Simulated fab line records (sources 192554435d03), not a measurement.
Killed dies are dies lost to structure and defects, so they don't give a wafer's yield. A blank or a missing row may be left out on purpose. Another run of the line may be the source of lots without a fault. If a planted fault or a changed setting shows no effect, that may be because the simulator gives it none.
fab line records	flow n5Finfet
record: lots: 6	wafers: 18	lastDay: 16
route steps=1938 shown BEOL_M3@990 BEOL_M4@1021 PASSIVATION@1936
lots that met no fault: from a run of the same line without faults
startH: hours from the record's opening day to when the first of the lot's shown wafers began	waitH: how many hours have passed since the lot's step before this one	" identical to the entry in the row above	L1.1+2: several wafers, shown together as one row	- value missing, or start not given	* or withheld: withheld	< > ~ a bound
route shown NAME@n: names a module that has steps shown in the file, with the first one's number in the route	usual: mean/standard deviation taken from wafers without a fault	same: alike in all rows	chamber/n: place in a boat	sites: each site's reading	_std_site: their standard deviation	_edge_site: the outer-site mean with the inner-site mean subtracted	radiusMm: how far each site lies from the wafer's centre	mask NAME#n: copy n	behind: the tool/chamber that last shaped the wafer	hold: why the lot went on hold/how many hours it stayed there/how the hold came to an end	device: the n, p or np transistor that did not switch	end of line: the same wafers' tests at the end of the route	a step given without rows: its recipe and nothing more	killed: the dies lost at the first sort to structure and to defects; this is not the yield of the wafer	map: a wafer's dies, marking killed ones x, the rest . and places with no die _
set.NAME: the setting that was run; set.NAME@STEP: the one run at that earlier step	model.NAME: the simulator's own value behind a step, which no gauge read
certain route steps with their lots: each step a table, each wafer a row
services: the hour from which a tool's chamber was out of use, counted from the record's first day as startH (under 0 if before that day), plus the number of hours and why
== steps ==
step: N5_BEOL_M3_PRE_CLEAN_45
recipe: gas: H2/He	timeS: 30	tempC: 250
step: N5_BEOL_M3_ALD_84
recipe: material: TaN	targetThkA: *	tempC: 275	aldPrecursorFamily: PDMAT	aldCoReactant: NH3	pressureTorr: 3	carrierFlowSccm: 1500	pulseTimeS: 2	purgeTimeS: 3	coReactantPurgeTimeS: 2	coReactantPulseTimeS: 3	aldCycles: 30	precursorVesselTempC: 75	precursorVesselPressureTorr: 26.25	precursorVesselCarrierSccm: 1000
step: N5_BEOL_M3_SURFACE_TREAT_85
recipe: gas: Ar	timeS: *	ionEnergyEv: *	ionCurrentMaCm2: 0.5	pressureMtorr: *	arFlowSccm: 30
step: N5_BEOL_M3_CVD_47
recipe: material: Co	targetThkA: 30	tempC: withheld	precursor: CCTBA/H2	pressureTorr: 30	timeS: 223.8
step: N5_BEOL_M3_SPUTTER_48
recipe: material: Cu	targetThkA: 45	tempC: -20	chamberPressurePa: 0.07	powerW: withheld	timeS: 8.29
step: N5_BEOL_M3_ANNEAL_49
recipe: tempC: 400	timeS: 240	ambient: vacuum
usual: heaterPowerW: 832/76
lot.wafer	tool	chamber	startH	waitH	heaterPowerW
L952.1	pvdSputter-02	-	159.22	0.0	778
L952.4	"	-	"	"	808
L952.5	"	-	"	"	806
L956.2	pvdSputter-01	-	179.34	0.0	864
L956.4	"	-	"	"	716
L956.5	"	-	"	"	875
L958.1	pvdSputter-01	-	198.20	0.0	930
L958.2	"	-	"	"	701
L958.6	"	-	"	"	848
L963.1	pvdSputter-01	-	212.45	0.0	919
L963.2	"	-	"	"	709
L963.6	"	-	"	"	921
L967.4	pvdSputter-01	-	249.23	0.0	886
L967.5	"	-	"	"	674
L967.6	"	-	"	"	915
L968.1	pvdSputter-01	-	255.07	0.0	875
L968.2	"	-	"	"	850
L968.5	"	-	"	"	898
step: N5_BEOL_M3_SPUTTER_79
recipe: material: Cu	targetThkA: 45	tempC: -20	chamberPressurePa: 0.07	powerW: withheld	timeS: 8.29
step: N5_BEOL_M3_ANNEAL_80
recipe: tempC: 400	timeS: 240	ambient: vacuum
step: N5_BEOL_M3_SPUTTER_81
recipe: material: Cu	targetThkA: 45	tempC: -20	chamberPressurePa: 0.07	powerW: withheld	timeS: 8.29
step: N5_BEOL_M3_ANNEAL_82
recipe: tempC: 400	timeS: 240	ambient: vacuum
usual: heaterPowerW: 833/78
lot.wafer	tool	chamber	startH	waitH	heaterPowerW
L952.1	pvdSputter-02	-	159.66	0.0	799
L952.4	"	-	"	"	829
L952.5	"	-	"	"	828
L956.2	pvdSputter-01	-	179.78	0.0	869
L956.4	"	-	"	"	701
L956.5	"	-	"	"	843
L958.1	pvdSputter-01	-	198.64	0.0	935
L958.2	"	-	"	"	705
L958.6	"	-	"	"	857
L963.1	pvdSputter-01	-	212.89	0.0	943
L963.2	"	-	"	"	701
L963.6	"	-	"	"	943
L967.4	pvdSputter-01	-	249.67	0.0	853
L967.5	"	-	"	"	698
L967.6	"	-	"	"	935
L968.1	pvdSputter-01	-	255.51	0.0	874
L968.2	"	-	"	"	841
L968.5	"	-	"	"	919
step: N5_BEOL_M3_SPUTTER_86
recipe: material: Cu	targetThkA: 45	tempC: -20	chamberPressurePa: 0.07	powerW: withheld	timeS: 8.29
step: N5_BEOL_M3_ANNEAL_87
recipe: tempC: 400	timeS: 240	ambient: vacuum
step: N5_BEOL_M3_SPUTTER_88
recipe: material: Cu	targetThkA: 45	tempC: -20	chamberPressurePa: 0.07	powerW: withheld	timeS: 8.29
usual: chuckGasFlowSccm: 1.25/0.051	substrateTempC: -19.99/0.1	throttleValvePct: 30.4/1.1
lot.wafer	tool	chamber	startH	waitH	chuckGasFlowSccm	substrateTempC	throttleValvePct
L952.1	pvdSputter-02	-	160.02	0.1	1.28	-19.96	29.4
L952.4	"	-	"	"	1.32	-19.95	28.6
L952.5	"	-	"	"	1.37	-19.97	28.9
L956.2	pvdSputter-01	-	180.14	0.1	1.29	-19.97	29.8
L956.4	"	-	"	"	1.28	-19.95	31.2
L956.5	"	-	"	"	1.35	-20.10	31.0
L958.1	pvdSputter-01	-	199.00	0.1	1.33	-19.88	31.3
L958.2	"	-	"	"	1.25	-19.93	31.5
L958.6	"	-	"	"	1.18	-19.84	30.1
L963.1	pvdSputter-01	-	213.25	0.1	1.23	-19.91	31.1
L963.2	"	-	"	"	1.20	-20.12	31.5
L963.6	"	-	"	"	1.25	-19.78	31.3
L967.4	pvdSputter-01	-	250.03	0.1	1.37	-20.10	30.8
L967.5	"	-	"	"	1.20	-19.78	31.3
L967.6	"	-	"	"	1.20	-20.04	31.1
L968.1	pvdSputter-01	-	255.87	0.1	1.24	-19.90	31.0
L968.2	"	-	"	"	1.19	-20.06	29.7
L968.5	"	-	"	"	1.30	-20.06	31.1
step: N5_BEOL_M3_ANNEAL_89
recipe: tempC: 400	timeS: 240	ambient: vacuum
usual: heaterPowerW: 833/78
lot.wafer	tool	chamber	startH	waitH	heaterPowerW
L952.1	pvdSputter-02	-	160.10	0.0	800
L952.4	"	-	"	"	815
L952.5	"	-	"	"	813
L956.2	pvdSputter-01	-	180.22	0.0	871
L956.4	"	-	"	"	696
L956.5	"	-	"	"	883
L958.1	pvdSputter-01	-	199.08	0.0	924
L958.2	"	-	"	"	687
L958.6	"	-	"	"	875
L963.1	pvdSputter-01	-	213.33	0.0	927
L963.2	"	-	"	"	691
L963.6	"	-	"	"	937
L967.4	pvdSputter-01	-	250.11	0.0	887
L967.5	"	-	"	"	696
L967.6	"	-	"	"	933
L968.1	pvdSputter-01	-	255.95	0.0	866
L968.2	"	-	"	"	855
L968.5	"	-	"	"	937
step: N5_BEOL_M3_SPUTTER_90
recipe: material: Cu	targetThkA: 45	tempC: -20	chamberPressurePa: 0.07	powerW: withheld	timeS: 8.29
step: N5_BEOL_M3_ANNEAL_91
recipe: tempC: 400	timeS: 240	ambient: vacuum
step: N5_BEOL_M3_SPUTTER_92
recipe: material: Cu	targetThkA: 45	tempC: -20	chamberPressurePa: 0.07	powerW: withheld	timeS: 8.29
step: N5_BEOL_M3_ANNEAL_93
recipe: tempC: 400	timeS: 240	ambient: vacuum
step: N5_BEOL_M3_SPUTTER_94
recipe: material: Cu	targetThkA: 45	tempC: -20	chamberPressurePa: 0.07	powerW: withheld	timeS: 8.29
step: N5_BEOL_M3_ANNEAL_95
recipe: tempC: 400	timeS: 240	ambient: vacuum
step: N5_BEOL_M3_SPUTTER_96
recipe: material: Cu	targetThkA: 45	tempC: -20	chamberPressurePa: 0.07	powerW: withheld	timeS: 8.29
step: N5_BEOL_M3_ECD_50
recipe: material: Cu	targetThkA: 3000
step: N5_BEOL_M3_ANNEAL_51
recipe: tempC: 225	timeS: 90	ambient: N2
step: N5_BEOL_M3_CMP_52
recipe: stopOn: SiOC	tOverpolishS: 6.8	downForcePsi: 1	platenRpm: 50	clearingPlatenDownForcePsi: 1.5	clearingPlatenRpm: 50	postCmpClean: cuAlkaline	targetThkNm: 40	clearingPlatenPadVelocityMS: 0.99484	padVelocityMS: 0.99484
step: N5_BEOL_M3_PRE_CLEAN_60
recipe: gas: NH3/H2	timeS: 15	tempC: *	rfPowerW: 300
step: N5_BEOL_M3_CO_CAP_55
recipe: material: Co	targetThkA: 20	tempC: 200	precursor: CCTBA/H2	pressureTorr: 30	timeS: 102.1
usual: chamberPressureTorr: 30.01/0.062	heaterPowerW: 232/18
lot.wafer	tool	chamber	startH	waitH	chamberPressureTorr	heaterPowerW
L952.1	cvdCo-02	2	161.82	0.0	29.96	253
L952.4	"	2	"	"	30.10	243
L952.5	"	1	"	"	30.03	272
L956.2	cvdCo-01	2	181.98	0.0	30.15	223
L956.4	"	2	"	"	30.00	225
L956.5	"	0	"	"	29.98	226
L958.1	cvdCo-01	1	201.46	0.0	29.95	214
L958.2	"	0	"	"	29.92	222
L958.6	"	0	"	"	30.01	224
L963.1	cvdCo-01	2	214.99	0.0	30.02	226
L963.2	"	1	"	"	30.04	222
L963.6	"	1	"	"	30.04	211
L967.4	cvdCo-02	0	252.05	0.0	29.92	232
L967.5	"	2	"	"	30.11	250
L967.6	"	1	"	"	30.00	269
L968.1	cvdCo-01	2	258.10	0.0	30.02	221
L968.2	"	1	"	"	30.01	214
L968.5	"	0	"	"	29.94	222
step: N5_BEOL_M3_PRE_CLEAN_56
recipe: gas: NH3	timeS: 15	tempC: withheld	rfPowerW: 300
step: N5_BEOL_M3_DEP_57
recipe: material: SiCN	targetThkA: 80	tempC: withheld	precursor: 3MS/NH3	pressureTorr: 3	rfW: 202	timeS: 14
step: N5_BEOL_M3_RS_MEAS_58
recipe: thkMeasGauge: four-point-probe	reads: Co_of_BEOL_M3_CO_CAP_55+Cu_of_BEOL_M3_ECD_50+Co_of_BEOL_M3_CVD_47+TaN_of_BEOL_M3_ALD_84
usual: M3_RS: 0.68/0.035
lot.wafer	tool	chamber	startH	waitH	M3_RS[ohm/sq]
L952.1	filmMetro-01	-	162.01	0.0	0.76
L952.4	"	-	"	"	0.69
L952.5	"	-	"	"	0.72
L956.2	filmMetro-02	-	182.17	0.1	0.72
L956.4	"	-	"	"	0.64
L956.5	"	-	"	"	0.66
L958.1	filmMetro-02	-	201.64	0.0	0.60
L958.2	"	-	"	"	0.68
L958.6	"	-	"	"	0.63
L963.1	filmMetro-02	-	215.18	0.0	0.77
L963.2	"	-	"	"	0.72
L963.6	"	-	"	"	0.64
L967.4	filmMetro-01	-	252.20	0.0	0.70
L967.5	"	-	"	"	0.69
L967.6	"	-	"	"	0.70
L968.1	filmMetro-01	-	258.28	0.0	0.65
L968.2	"	-	"	"	0.68
L968.5	"	-	"	"	0.62
step: N5_BEOL_M4_ILD_DEP_00
recipe: material: SiOC	targetThkA: 790	tempC: 350	precursor: DEMS/O2	pressureTorr: 5	rfW: 500	timeS: 15.3
step: N5_BEOL_M4_THK_MEAS_01
recipe: reads: SiOC_of_BEOL_M4_ILD_DEP_00
usual: M4_ILD_THK: 79.7/1.1
lot.wafer	tool	chamber	startH	waitH	M4_ILD_THK[nm]
L952.1	filmMetro-02	-	162.14	0.0	79.0
L952.4	"	-	"	"	80.7
L952.5	"	-	"	"	78.7
L956.2	filmMetro-01	-	182.30	0.1	78.2
L956.4	"	-	"	"	79.1
L956.5	"	-	"	"	80.3
L958.1	filmMetro-01	-	201.77	0.0	78.3
L958.2	"	-	"	"	78.9
L958.6	"	-	"	"	80.1
L963.1	filmMetro-02	-	215.31	0.0	79.1
L963.2	"	-	"	"	80.0
L963.6	"	-	"	"	80.1
L967.4	filmMetro-01	-	252.35	0.1	81.4
L967.5	"	-	"	"	81.0
L967.6	"	-	"	"	80.1
L968.1	filmMetro-01	-	258.41	0.0	79.4
L968.2	"	-	"	"	78.8
L968.5	"	-	"	"	81.0
step: N5_BEOL_M4_PECVD_72
recipe: material: SiO2	targetThkA: 160	tempC: 400	precursor: TEOS/O2	pressureTorr: 5.5	rfW: 450	teosFlowSccm: 53.8	gas: O2	flowSccm: 3000	timeS: 18
usual: chamberPressureTorr: 5.497/0.011	heaterPowerW: 705/96	showerheadPlenumPTorr: 8.81/0.045	throttleValvePct: 22.4/0.79
lot.wafer	tool	chamber	startH	waitH	chamberPressureTorr	heaterPowerW	showerheadPlenumPTorr	throttleValvePct
L952.1	pecvd-02	1	162.17	0.0	5.483	846	8.80	22.6
L952.4	"	2	"	"	5.484	645	8.79	20.8
L952.5	"	0	"	"	5.487	655	8.81	23.6
L956.2	pecvd-03	1	182.33	0.0	5.487	698	8.81	22.0
L956.4	"	1	"	"	5.490	709	8.82	21.8
L956.5	"	2	"	"	5.514	731	8.86	22.6
L958.1	pecvd-02	0	201.81	0.0	5.477	593	8.85	23.5
L958.2	"	2	"	"	5.518	667	8.79	21.2
L958.6	"	0	"	"	5.502	592	8.83	23.8
L963.1	pecvd-02	1	215.34	0.0	5.506	815	8.78	22.2
L963.2	"	2	"	"	5.492	562	8.80	21.2
L963.6	"	2	"	"	5.490	580	8.79	21.3
L967.4	pecvd-01	0	252.40	0.1	5.499	863	8.71	23.0
L967.5	"	2	"	"	5.494	663	8.86	22.3
L967.6	"	0	"	"	5.492	845	8.72	23.1
L968.1	pecvd-01	1	258.45	0.0	5.502	793	8.85	22.2
L968.2	"	0	"	"	5.512	834	8.70	23.0
L968.5	"	1	"	"	5.500	817	8.82	22.3
step: N5_BEOL_M4_HM_DEP_02
recipe: material: TiN	targetThkA: 200	tempC: 25	chamberPressurePa: 0.49996
step: N5_BEOL_M4_COAT_61
recipe: resist: SOC	tempC: 250	timeS: 60	spinRpm: 1500	resistThkNm: 60
step: N5_BEOL_M4_COAT_62
recipe: resist: SiARC	tempC: 220	timeS: 60	spinRpm: 1500	resistThkNm: 12
step: N5_BEOL_M4_COAT_73
recipe: resist: underlayer	tempC: 205	timeS: 60	spinRpm: 1500	resistThkNm: 5
step: N5_BEOL_M4_COAT_05
recipe: resist: CAR-EUV	spinRpm: 1500	resistThkNm: 30
step: N5_BEOL_M4_EBR_07
recipe: solvent: PGMEA	ebrWidthMm: 1.5
step: N5_BEOL_M4_SOFTBAKE_06
recipe: tempC: 110	timeS: 60	resist: CAR-EUV
step: N5_BEOL_M4_EXPOSE_08
recipe: maskId: M4	na: 0.33	sourceShape: dipole	sigmaInner: 0.369	sigmaOuter: 0.767	polarization: unpolarized	doseMj: 41.25
step: N5_PASSIVATION_PROBE_49
usual: defectLimitedYield: 91.0/1.6	killed_at_M0_to_M3: 35/11	killed_at_M4_up: 14/5.3	killedAtContacts: 13/6.7	killedAtFrontEnd: 41/12	killedAtOther: 3.9/2.7	killedDies: 106/19	killedOpen: 70/14	killedShort: 35/8.8	sort_bin_4_leakage: 0.01/0.058	sort_bin_5_function: 5.3/1	sort_bin_6_memory: 3.3/0.81	sortNPass: 1073/19	sortYieldPct: 91.0/1.6
same: grossDies: 1180	killedAtBackSide: 0	sort_bin_8_speed[%]: 0
lot.wafer	tool	chamber	startH	waitH	defectLimitedYield[%]	killed_at_M0_to_M3	killed_at_M4_up	killedAtContacts	killedAtFrontEnd	killedAtOther	killedDies	killedOpen	killedShort	sort_bin_4_leakage[%]	sort_bin_5_function[%]	sort_bin_6_memory[%]	sortNPass	sortYieldPct[%]
L958.6	prober-01	-	324.23	0.3	89.7	43	6	23	45	5	122	72	50	0	5.8	3.9	1058	89.7
L963.1	prober-01	-	343.75	0.0	90.3	35	11	26	36	7	115	79	34	0	5.6	4.0	1065	90.3
L963.2	prober-01	-	343.80	0.1	90.2	62	6	11	30	7	116	72	42	0	4.7	4.6	1064	90.2
L963.6	prober-01	-	344.00	0.3	89.2	47	8	23	49	0	127	82	35	0	6.3	3.5	1053	89.2
L967.4	prober-02	-	369.79	0.2	82.2	160	17	6	25	2	210	44	25	0	11.7	3.1	970	82.2
L967.5	prober-02	-	369.84	0.2	86.6	93	14	12	35	4	158	64	38	0	8.1	3.7	1022	86.6
L967.6	prober-02	-	369.89	0.3	79.9	168	23	8	36	2	237	66	29	0	11.9	4.3	943	79.9
L968.1	prober-01	-	387.68	0.0	80.8	159	15	15	32	5	226	56	43	0	12.1	3.6	954	80.8
L968.2	prober-01	-	387.73	0.1	89.8	79	9	9	20	3	120	52	19	0	5.9	2.7	1060	89.8
L968.5	prober-01	-	387.88	0.2	81.7	157	15	8	33	3	216	55	20	0.08	11.1	3.9	963	81.6
killed by level:class
L958.6 MOL_CONTACT_COAG:geometricParticle:open=14 BEOL_M0_SAQP:geometricParticle:short=14 FIN_SAQP:geometricParticle:open=9 MOL_CONTACT_COAG:geometricParticle:short=9 BEOL_M2:geometricParticle:open=9 FIN_SAQP:geometricParticle:short=8 STI_FIN_REVEAL:geometricParticle:open=7 STARTING-WAFER:geometricParticle:open=6
L963.1 MOL_CONTACT_COAG:geometricParticle:open=20 BEOL_M2:geometricParticle:open=14 FIN_SAQP:geometricParticle:short=7 FIN_SAQP:geometricParticle:open=7 BEOL_M3:geometricParticle:open=7 MOL_CONTACT_COAG:geometricParticle:short=6 BEOL_M1:geometricParticle:open=6 DUMMY_GATE:geometricParticle:open=5
L963.2 BEOL_M2:geometricParticle:open=16 BEOL_M1:geometricParticle:open=10 BEOL_M3:geometricParticle:open=9 BEOL_M2:geometricParticle:short=8 FIN_SAQP:geometricParticle:open=7 MOL_CONTACT_COAG:geometricParticle:open=7 STI_FIN_REVEAL:geometricParticle:open=6 BEOL_M0_SAQP:geometricParticle:short=6
L963.6 MOL_CONTACT_COAG:geometricParticle:open=21 STI_FIN_REVEAL:geometricParticle:open=14 BEOL_M2:geometricParticle:open=9 FIN_SAQP:geometricParticle:short=8 BEOL_M3:geometricParticle:open=8 BEOL_M0_SAQP:geometricParticle:open=8 BEOL_M0_SAQP:geometricParticle:short=8 HKMG_FIN:areaEtch=8
L967.4 BEOL_M3:unspecified=140 BEOL_M4:geometricParticle:open=11 BEOL_M0_SAQP:geometricParticle:short=6 FIN_SAQP:geometricParticle:open=5 MOL_CONTACT_COAG:geometricParticle:open=5 BEOL_M0_SAQP:geometricParticle:open=5 STI_FIN_REVEAL:geometricParticle:open=4 BEOL_M1:geometricParticle:open=4
L967.5 BEOL_M3:unspecified=56 BEOL_M0_SAQP:geometricParticle:open=12 FIN_SAQP:geometricParticle:short=10 FIN_SAQP:geometricParticle:open=9 MOL_CONTACT_COAG:geometricParticle:open=9 BEOL_M0_SAQP:geometricParticle:short=9 STI_FIN_REVEAL:geometricParticle:open=8 BEOL_M1:geometricParticle:open=7
L967.6 BEOL_M3:unspecified=138 BEOL_M4:geometricParticle:open=13 BEOL_M0_SAQP:geometricParticle:short=12 FIN_SAQP:geometricParticle:open=10 MOL_CONTACT_COAG:geometricParticle:open=8 STI_FIN_REVEAL:geometricParticle:open=6 BEOL_M0_SAQP:geometricParticle:open=6 FIN_SAQP:geometricParticle:short=5
L968.1 BEOL_M3:unspecified=125 MOL_CONTACT_COAG:geometricParticle:open=10 FIN_SAQP:geometricParticle:open=8 BEOL_M0_SAQP:geometricParticle:open=8 FIN_SAQP:geometricParticle:short=7 BEOL_M0_SAQP:geometricParticle:short=7 GATE_CUT:geometricParticle:open=5 MOL_CONTACT_COAG:geometricParticle:short=5
L968.2 BEOL_M3:unspecified=48 MOL_CONTACT_COAG:geometricParticle:open=9 BEOL_M0_SAQP:geometricParticle:short=9 STI_FIN_REVEAL:geometricParticle:open=7 BEOL_M3:geometricParticle:open=6 BEOL_M0_SAQP:geometricParticle:open=5 GATE_CUT:geometricParticle:open=4 BEOL_M1:geometricParticle:open=4
L968.5 BEOL_M3:unspecified=139 STI_FIN_REVEAL:geometricParticle:open=13 MOL_CONTACT_COAG:geometricParticle:open=8 FIN_SAQP:geometricParticle:open=6 BEOL_M0_SAQP:geometricParticle:open=6 FIN_SAQP:geometricParticle:short=5 BEOL_M4:geometricParticle:open=4 GATE_CUT:geometricParticle:short=3
map L967.6 (x killed, . not)
_________________...........x________________
______________.....x......x....._____________
___________x........x...x..........__________
__________....x.......x....x....x..._________
________.x..............x............._______
_______.....x.......xx..x.........x....______
______..x....x..x......xx.x......x.....x_____
_____.....x.........xx.xx.xx...x..x......____
____...x.......x....xxxxxx.xxx..x....x....___
___..................xxxxxxxxxxx.......x...__
___.................xxxxxxxxxxxxx.x.x......__
__x.............xx.xxxxxxxxxxxxxx......x...._
__.......x.......xxxxxxxxxxxxxxxx..........._
_...............x.xxxxxxxxxxxxxxxx...........
_.....x........x....xxxxxxxxxxx...x..........
_.........x.......x.xxxxxxxxxxxx..x....x..x.x
_.....................xxxxxxxxxxx............
_...............x....xx.x.xxxx.x....x........
_....x...............x..x..x.....x....x.....x
_.....................x..x.xx.x..x...........
_x...........x...x.......x............x......
__....................x.x..................x_
__x.x....................................x.._
___....................x....x.....x........__
___...............x.....................x.x__
____............x..............x..........___
_____..........x....x.........x.....x..x.____
______.x....x..............x.x......xx.x_____
_______.........................x..x...______
________............x.......x........._______
__________......xx..x.....x........x_________
___________.....................x..__________
______________....x............._____________
_________________x........xx.________________
map L968.1 (x killed, . not)
_________________............________________
______________.................._____________
___________..........x...x.........__________
__________x...x......x..........xx.._________
________.....x..x...........x........._______
_______.................x.............x______
______...x...x.....x....xx...xx....x...._____
_____x.........x......x..x........xx.....____
____........x...x.........................___
___...........x....x.x..x.............xxx..__
___.........x.................x............__
__............x....................x.xxxx..._
__...............x........x.x....x.xxxx.x.x._
_..............x.x....xx...x.....x.xxxxxxx...
_..........x......x.......xx......xxxxxxxxxxx
_....................x........x..xxxxxxxxxxxx
_x.......................x......xxxxxxxxxxxxx
_.....x....x....................xxxxxxxxxxxxx
_........x......................x.xxxxxxxxxxx
_....x..........x.............x.xxxxxxxxxxxxx
_x...x.......x..x...............xxxxxxxxxxxxx
__..........x.............x.......x.xxxxxxx._
__............x......x.x....x..x..x..xxx.xx._
___.......................x..x........xxx..__
___......x.............x..x............x...__
____.......x..x....x.........x....xx......___
_____x.......x...........x......x.......x____
______..x.......x.......x..xx..........._____
_______................x.......x.......______
________.......x....x....x........x.x._______
__________.....x...................._________
___________........................__________
______________................x._____________
_________________............________________
== services ==
tool	chamber	startH	hours	kind
pecvd-02	-	157.55	0.9	repair
pecvd-03	-	168.63	2.8	repair
pvdSputter-02	-	189.66	6.6	repair
cvdCo-02	1	205.20	2.7	repair
cvdCo-02	-	212.92	3.2	repair
pecvd-03	2	222.84	7.1	repair
cvdCo-02	-	223.41	0.7	repair
pecvd-01	1	223.94	2.1	scheduledDown
pecvd-03	2	229.98	-	clean
pecvd-03	2	229.98	-	consumableReplace:showerhead
pecvd-03	2	229.98	29.0	scheduledDown
pecvd-03	2	229.98	29.0	ventCycle
pecvd-01	1	231.76	22.7	repair
== key ==
firstSign: step: N5_PASSIVATION_PROBE_49	reading: killed_at_M0_to_M3	direction: up	sigmas: 8.9	usual: 35	struck: 136
effect: step: N5_PASSIVATION_PROBE_49	reading: killedDies	direction: up	sigmas: 4.5	usual: 106	struck: 194
moreKillsBornAt: N5_BEOL_M3_SPUTTER_88@pvdSputter-01: 646
metAt N5_BEOL_M3_SPUTTER_88
struckWafers L967.4,L967.5,L967.6,L968.1,L968.2,L968.5
onsetBetween 213.25 250.03
alsoFits time
fault: kind: chamberParticleSource	tool: pvdSputter-01	chamber: -	onsetH: 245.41	steps: N5_BEOL_M3_SPUTTER_88	ratePerVisitCm2: 1.1724	endH: 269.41
